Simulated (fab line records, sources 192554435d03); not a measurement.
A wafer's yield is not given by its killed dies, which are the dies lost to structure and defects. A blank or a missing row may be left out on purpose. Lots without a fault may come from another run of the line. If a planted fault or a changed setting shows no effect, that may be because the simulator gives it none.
Matching of chambers :: flow n5Finfet :: N5_ZERO_LAYER_PECVD_02 on pecvd-02: 3 sister chambers
The step deposits SiO2 from SiH4/N2O, target thk 10 nm, time 6 s. 6 wafers are shown with their chamber, then 8 later ones without.

EACH WAFER AND ITS CHAMBER
wafer: L079.4
chamber: 0
showerheadPlenumPTorr (Torr): 8.15
heaterPowerW (W): 779

wafer: L079.6
chamber: 1
showerheadPlenumPTorr (Torr): 8.33
heaterPowerW (W): 746

wafer: L081.1
chamber: 2
showerheadPlenumPTorr (Torr): 8.12
heaterPowerW (W): 921

wafer: L081.2
chamber: 0
showerheadPlenumPTorr (Torr): 8.17
heaterPowerW (W): 763

wafer: L081.5
chamber: 1
showerheadPlenumPTorr (Torr): 8.32
heaterPowerW (W): 746

wafer: L083.1
chamber: 2
showerheadPlenumPTorr (Torr): 8.09
heaterPowerW (W): 936

WAFERS WITH NO CHAMBER GIVEN
wafer: L083.2
showerheadPlenumPTorr (Torr): 8.35
heaterPowerW (W): 657

wafer: L083.5
showerheadPlenumPTorr (Torr): 8.10
heaterPowerW (W): 899

wafer: L087.1
showerheadPlenumPTorr (Torr): 8.32
heaterPowerW (W): 756

wafer: L087.2
showerheadPlenumPTorr (Torr): 8.17
heaterPowerW (W): 875

wafer: L087.6
showerheadPlenumPTorr (Torr): 8.16
heaterPowerW (W): 858

wafer: L094.4
showerheadPlenumPTorr (Torr): 8.08
heaterPowerW (W): 956

wafer: L094.5
showerheadPlenumPTorr (Torr): 8.33
heaterPowerW (W): 763

wafer: L094.6
showerheadPlenumPTorr (Torr): 8.18
heaterPowerW (W): 765

EACH ONE'S CHAMBER
wafer: L083.2
from the rows above: 1
in truth: 1

wafer: L083.5
from the rows above: 2
in truth: 2

wafer: L087.1
from the rows above: 1
in truth: 1

wafer: L087.2
from the rows above: 2
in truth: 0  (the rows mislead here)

wafer: L087.6
from the rows above: can't be placed: 2 or 0
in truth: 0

wafer: L094.4
from the rows above: 2
in truth: 2

wafer: L094.5
from the rows above: 1
in truth: 1

wafer: L094.6
from the rows above: 0
in truth: 0
Correct placement for 6 of the 8. Cannot be placed on the basis of these rows: 1; the candidates contain the true chamber in 1. Number placed wrongly: 1.
How it was worked out, from the rows above alone: a wafer's distance from a chamber is the root of the sum, over the readings, of the square of ((its reading less the chamber's mean) divided by the reading's scatter). If the next closest chamber is less than 2 further off than the closest, the wafer can't be placed; otherwise it belongs to the closest. For every chamber, the mean is computed from those of its wafers that are shown. The scatter is the square root of a quotient: the sum, over the shown wafers, of each reading's squared deviation from its chamber's mean, divided by wafers minus chambers.
